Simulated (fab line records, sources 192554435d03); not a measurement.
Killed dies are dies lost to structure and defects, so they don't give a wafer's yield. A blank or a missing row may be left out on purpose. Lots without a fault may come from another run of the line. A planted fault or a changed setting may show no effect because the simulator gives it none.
Which tool did it? | flow n5_finfet | 8 lots, 24 wafers sampled, at 8 steps of a route of 1938

WHAT THE GAUGES READ, wafer by wafer
N5_FIN_SAQP_INSPECT_40: inspects for defects (brightfield). Usual: raw_defect_count 244, standard deviation 79.
lot  | measured    | on                | raw_defect_count | flag
L134 | day 2 08:50 | defect_inspect-02 | 249 304 236      |
L139 | day 3 14:29 | defect_inspect-01 | 197 247 218      |
L140 | day 3 20:27 | defect_inspect-01 | 249 235 247      |
L145 | day 5 06:58 | defect_inspect-02 | 163 229 165      |
L149 | day 6 02:41 | defect_inspect-02 | 216 232 372      |
L151 | day 6 14:59 | defect_inspect-02 | 696 611 685      | OFF
L155 | day 7 14:08 | defect_inspect-01 | 676 825 727      | OFF
L156 | day 7 21:10 | defect_inspect-01 | 273 247 203      |

N5_FIN_CUT_INSPECT_10: inspects for defects (brightfield). Usual: raw_defect_count 45, standard deviation 12.
lot  | measured    | on                | raw_defect_count | flag
L134 | day 2 09:21 | defect_inspect-02 | 51 58 53         |
L139 | day 3 14:53 | defect_inspect-01 | 42 50 39         |
L140 | day 3 20:58 | defect_inspect-02 | 39 33 37         |
L145 | day 5 07:28 | defect_inspect-01 | 29 38 38         |
L149 | day 6 03:12 | defect_inspect-01 | 44 50 58         |
L151 | day 6 15:31 | defect_inspect-01 | 435 421 464      | OFF
L155 | day 7 14:40 | defect_inspect-02 | 474 491 454      | OFF
L156 | day 7 21:34 | defect_inspect-02 | 50 40 32         |

N5_FIN_CUT_INSPECT_17: inspects for defects (brightfield). Usual: raw_defect_count 247, standard deviation 76.
lot  | measured    | on                | raw_defect_count | flag
L134 | day 2 10:28 | defect_inspect-02 | 242 301 234      |
L139 | day 3 15:50 | defect_inspect-02 | 190 238 201      |
L140 | day 3 21:55 | defect_inspect-01 | 258 251 251      |
L145 | day 5 08:26 | defect_inspect-01 | 174 244 186      |
L149 | day 6 04:10 | defect_inspect-02 | 208 249 401      |
L151 | day 6 16:27 | defect_inspect-02 | 700 614 681      | OFF
L155 | day 7 15:44 | defect_inspect-01 | 703 844 736      | OFF
L156 | day 7 22:38 | defect_inspect-02 | 242 241 189      |

N5_BEOL_M4_RC_MEAS_101. Usual: DIBL_N 36.9 mV/V, standard deviation 1.6; DIBL_P 37.1 mV/V, standard deviation 2; IOFF_N 0.17 nA/um, standard deviation 0.032; IOFF_P 0.22 nA/um, standard deviation 0.036; ION_N 674 uA/um, standard deviation 12; ION_P 463 uA/um, standard deviation 7.8; SS_N 71.7 mV/dec, standard deviation 0.63; SS_P 73.5 mV/dec, standard deviation 0.62; VT_N 249 mV, standard deviation 3.3; VT_P -250 mV, standard deviation 3.5.
lot  | measured     | on        | DIBL_N (mV/V)  | DIBL_P (mV/V)  | IOFF_N (nA/um) | IOFF_P (nA/um) | ION_N (uA/um) | ION_P (uA/um) | SS_N (mV/dec)  | SS_P (mV/dec)  | VT_N (mV)   | VT_P (mV)      | flag
L134 | day 8 20:54  | prober-02 | 36.8 36.7 37.8 | 37.8 36.2 37.1 | 0.15 0.15 0.17 | 0.27 0.24 0.25 | 664 649 666   | 466 462 466   | 71.3 71.9 71.1 | 73.3 73.0 73.1 | 252 251 249 | -245 -247 -244 |
L139 | day 9 17:31  | prober-01 | 34.4 36.5 37.6 | 35.1 37.8 37.8 | 0.13 0.17 0.18 | 0.20 0.25 0.25 | 658 667 674   | 452 463 464   | 70.9 71.6 72.0 | 72.9 73.6 73.8 | 252 248 247 | -250 -246 -245 |
L140 | day 10 04:57 | prober-01 | 38.6 37.5 37.1 | 38.0 36.6 36.7 | 0.19 0.17 0.18 | 0.27 0.22 0.23 | 674 670 677   | 464 459 463   | 72.3 71.8 72.2 | 73.7 74.0 73.6 | 248 249 248 | -247 -250 -246 |
L145 | day 11 09:43 | prober-01 | 33.2 34.9 34.9 | 33.8 38.0 36.9 | 0.11 0.13 0.14 | 0.13 0.19 0.17 | 658 650 664   | 451 451 457   | 71.9 71.8 71.5 | 72.2 72.7 72.2 | 258 258 252 | -257 -253 -254 |
L149 | day 12 11:32 | prober-01 | 36.4 36.5 36.6 | 39.1 37.9 37.2 | 0.17 0.18 0.16 | 0.25 0.23 0.21 | 680 679 676   | 473 461 460   | 72.1 71.7 71.1 | 74.0 74.3 74.2 | 253 249 254 | -248 -249 -254 |
L151 | day 12 16:11 | prober-01 | 36.1 39.8 37.8 | 35.9 38.9 37.5 | 0.16 0.24 0.20 | 0.25 0.30 0.28 | 672 697 695   | 468 479 473   | 71.8 72.4 71.5 | 73.7 74.4 73.8 | 247 243 245 | -246 -243 -244 |
L155 | day 13 14:08 | prober-01 | 36.7 35.1 38.2 | 34.9 32.2 36.6 | 0.18 0.14 0.19 | 0.25 0.20 0.27 | 682 667 673   | 472 464 466   | 71.2 71.7 72.0 | 73.7 72.9 73.8 | 246 253 248 | -246 -249 -245 |
L156 | day 13 22:05 | prober-01 | 36.4 37.4 34.4 | 37.4 38.7 35.7 | 0.16 0.17 0.12 | 0.24 0.25 0.21 | 676 677 664   | 469 467 467   | 71.2 70.5 71.0 | 73.3 73.9 72.7 | 247 249 255 | -245 -247 -249 |

WHICH TOOL RAN EACH LOT (tool, then ch and the chambers of the sampled wafers, then the start)
lot  | N5_FIN_SAQP_HM_OPEN_73            | N5_FIN_SAQP_SPACER2_ETCHBACK_29   | N5_FIN_SAQP_MANDREL2_REMOVE_60  | N5_FIN_SAQP_HM_CD_35
L134 | rie_diel-05 ch 2,3, day 2 04:31   | rie_diel-03 ch 0,1,2, day 2 07:50 | rie_si-05 ch 0,1,2, day 2 07:56 | cd_sem-03, day 2 08:31
L139 | rie_diel-03 ch 0,1,2, day 3 10:00 | rie_diel-05 ch 1,2, day 3 13:42   | rie_si-04 ch 0,1,3, day 3 13:47 | cd_sem-03, day 3 14:10
L140 | rie_diel-03 ch 2,3, day 3 16:22   | rie_diel-05 ch 0,2,3, day 3 19:40 | rie_si-03 ch 1,2,3, day 3 19:46 | cd_sem-01, day 3 20:08
L145 | rie_diel-05 ch 0,1,3, day 5 01:37 | rie_diel-01 ch 1,3, day 5 06:11   | rie_si-05 ch 0,1, day 5 06:16   | cd_sem-03, day 5 06:38
L149 | rie_diel-01 ch 1,3, day 5 22:13   | rie_diel-05 ch 0,3, day 6 01:54   | rie_si-03 ch 2,3, day 6 01:59   | cd_sem-03, day 6 02:22
L151 | rie_diel-05 ch 1,2,3, day 6 10:13 | rie_diel-05 ch 0,1,2, day 6 14:13 | rie_si-03 ch 0,1,2, day 6 14:18 | cd_sem-03, day 6 14:40
L155 | rie_diel-05 ch 0,1,3, day 7 09:58 | rie_diel-05 ch 1,2, day 7 13:22   | rie_si-04 ch 0,1,2, day 7 13:27 | cd_sem-01, day 7 13:49
L156 | rie_diel-01 ch 1,2,3, day 7 16:29 | rie_diel-03 ch 0,1,3, day 7 20:17 | rie_si-05 ch 0,2,3, day 7 20:22 | cd_sem-01, day 7 20:51
- N5_FIN_SAQP_HM_OPEN_73: chemistry CHF3/O2, target SiO2, stops on a-Si, target depth 12 nm, time 16.8 s.
- N5_FIN_SAQP_SPACER2_ETCHBACK_29: etches SiO2 in CHF3/O2, target depth 12.2 nm, time 6.1 s.
- N5_FIN_SAQP_MANDREL2_REMOVE_60: chemistry HBr/Cl2/O2, target a-Si, stops on SiNx, bt time 10 s.
- N5_FIN_SAQP_HM_CD_35: target cd 8 nm.

WHAT THE TOOLS THEMSELVES READ (means of the sampled wafers that have a number; where no wafer has one, the mark that the record gives instead)
N5_FIN_SAQP_HM_OPEN_73. Usual: bias_w 170.0 W, standard deviation 0.52; drypump_motor_current_A 5.6 A, standard deviation 0.34; mfc_ar_sccm 200.0 sccm, standard deviation 0.62; oes_product_au 0.46 a.u., standard deviation 0.044; rf_vpp_V 527 V, standard deviation 12; showerhead_plenum_p_Torr 2.42 Torr, standard deviation 0.062; throttle_valve_pct 18.81 %, standard deviation 0.3.
lot  | tool        | bias_w (W) | drypump_motor_current_A (A) | mfc_ar_sccm (sccm) | oes_product_au (a.u.) | rf_vpp_V (V) | showerhead_plenum_p_Torr (Torr) | throttle_valve_pct (%) | flag
L134 | rie_diel-05 | 170.2      | 6.0                         | 200.1              | 0.43                  | 535          | 2.38                            | 19.00                  |
L139 | rie_diel-03 | 169.7      | 5.5                         | 200.0              | 0.50                  | 531          | 2.46                            | 18.57                  |
L140 | rie_diel-03 | 170.2      | 5.2                         | 200.4              | 0.47                  | 518          | 2.38                            | 18.49                  |
L145 | rie_diel-05 | 170.2      | 5.8                         | 200.1              | 0.45                  | 536          | 2.43                            | 18.95                  |
L149 | rie_diel-01 | 169.9      | 5.7                         | 200.2              | 0.44                  | 524          | 2.40                            | 18.67                  |
L151 | rie_diel-05 | 169.8      | 5.8                         | 200.1              | 0.44                  | 540          | 2.42                            | 18.98                  |
L155 | rie_diel-05 | 170.9      | 5.8                         | 199.6              | 0.44                  | 536          | 2.42                            | 18.98                  |
L156 | rie_diel-01 | 169.5      | 5.7                         | 199.9              | 0.42                  | 518          | 2.38                            | 18.96                  |

N5_FIN_SAQP_SPACER2_ETCHBACK_29. Usual: bias_w 170.0 W, standard deviation 0.47; drypump_motor_current_A 5.7 A, standard deviation 0.39; mfc_ar_sccm 200.0 sccm, standard deviation 0.65; oes_product_au 0.75 a.u., standard deviation 0.061; rf_vpp_V 529 V, standard deviation 12; showerhead_plenum_p_Torr 2.42 Torr, standard deviation 0.07; throttle_valve_pct 18.93 %, standard deviation 0.28.
lot  | tool        | bias_w (W) | drypump_motor_current_A (A) | mfc_ar_sccm (sccm) | oes_product_au (a.u.) | rf_vpp_V (V) | showerhead_plenum_p_Torr (Torr) | throttle_valve_pct (%) | flag
L134 | rie_diel-03 | 170.3      | 5.5                         | 199.8              | 0.83                  | 530          | 2.46                            | 18.64                  |
L139 | rie_diel-05 | 169.8      | 5.3                         | 200.5              | 0.76                  | 545          | 2.50                            | 19.04                  |
L140 | rie_diel-05 | 170.4      | 5.7                         | 200.5              | 0.74                  | 536          | 2.44                            | 19.13                  |
L145 | rie_diel-01 | 169.7      | 5.7                         | 199.9              | 0.72                  | 523          | 2.40                            | 18.75                  |
L149 | rie_diel-05 | 169.7      | 6.1                         | 200.1              | 0.71                  | 531          | 2.36                            | 19.12                  |
L151 | rie_diel-05 | 169.6      | 5.4                         | 200.5              | 0.75                  | 542          | 2.49                            | 19.07                  |
L155 | rie_diel-05 | 170.1      | 5.3                         | 201.2              | 0.72                  | 544          | 2.48                            | 19.09                  |
L156 | rie_diel-03 | 169.9      | 5.8                         | 200.0              | 0.81                  | 524          | 2.42                            | 18.60                  |

N5_FIN_SAQP_MANDREL2_REMOVE_60. Usual: bias_w 22.01 W, standard deviation 0.061; drypump_motor_current_A 5.6 A, standard deviation 0.48; oes_product_au 0.997 a.u., standard deviation 0.023; throttle_valve_pct 36.7 %, standard deviation 0.35.
lot  | tool      | bias_w (W) | drypump_motor_current_A (A) | oes_product_au (a.u.) | throttle_valve_pct (%) | flag
L134 | rie_si-05 | 22.01      | 5.7                         | 1.004                 | 36.5                   |
L139 | rie_si-04 | 21.98      | 5.3                         | 0.982                 | 36.9                   |
L140 | rie_si-03 | 22.02      | 5.3                         | 1.007                 | 36.7                   |
L145 | rie_si-05 | 21.97      | 5.9                         | 1.019                 | 36.6                   |
L149 | rie_si-03 | 22.04      | 5.2                         | 1.009                 | 36.7                   |
L151 | rie_si-03 | 22.01      | 5.3                         | 1.001                 | 36.6                   |
L155 | rie_si-04 | 22.03      | 5.5                         | 0.988                 | 37.2                   |
L156 | rie_si-05 | 22.05      | 6.0                         | 0.983                 | 36.6                   |

N5_FIN_SAQP_HM_CD_35. Usual: cd_nm 8.10 nm, standard deviation 0.25.
lot  | tool      | cd_nm (nm) | flag
L134 | cd_sem-03 | 8.03       |
L139 | cd_sem-03 | 8.33       |
L140 | cd_sem-01 | 8.20       |
L145 | cd_sem-03 | 7.66       |
L149 | cd_sem-03 | 7.81       |
L151 | cd_sem-03 | 8.26       |
L155 | cd_sem-01 | 8.01       |
L156 | cd_sem-01 | 8.02       |

THE ANSWER, worked out from the rows above alone
Rule: a lot is off if the mean of its wafers that have a number lies more than 3 standard deviations from the usual mean. A lot without any number at a reading at which 4 lots or more have one is off too. The other lots that the step has rows for count as sound. The gauges are gone through in route order, then the tools' own readings, and for those a lot's mean is taken as printed above. The first step at which some lot is off is used, and at that step the reading that is off furthest; a lot without a number counts as furthest.
Off: L151, L155, at N5_FIN_SAQP_INSPECT_40 (raw_defect_count).
A tool fits if, at a process step before that reading, it ran every lot that is off, and no sound lot after the first of them. The gauges at N5_FIN_SAQP_INSPECT_40 are tried like those tools. One fits: rie_diel-05 at N5_FIN_SAQP_HM_OPEN_73 and N5_FIN_SAQP_SPACER2_ETCHBACK_29. At N5_FIN_SAQP_HM_OPEN_73 its last sound lot is L145 (day 5 01:37), its first lot that is off L151 (day 6 10:13): a fault that began between those two fits.

WHAT THE SIMULATOR HAD PUT IN
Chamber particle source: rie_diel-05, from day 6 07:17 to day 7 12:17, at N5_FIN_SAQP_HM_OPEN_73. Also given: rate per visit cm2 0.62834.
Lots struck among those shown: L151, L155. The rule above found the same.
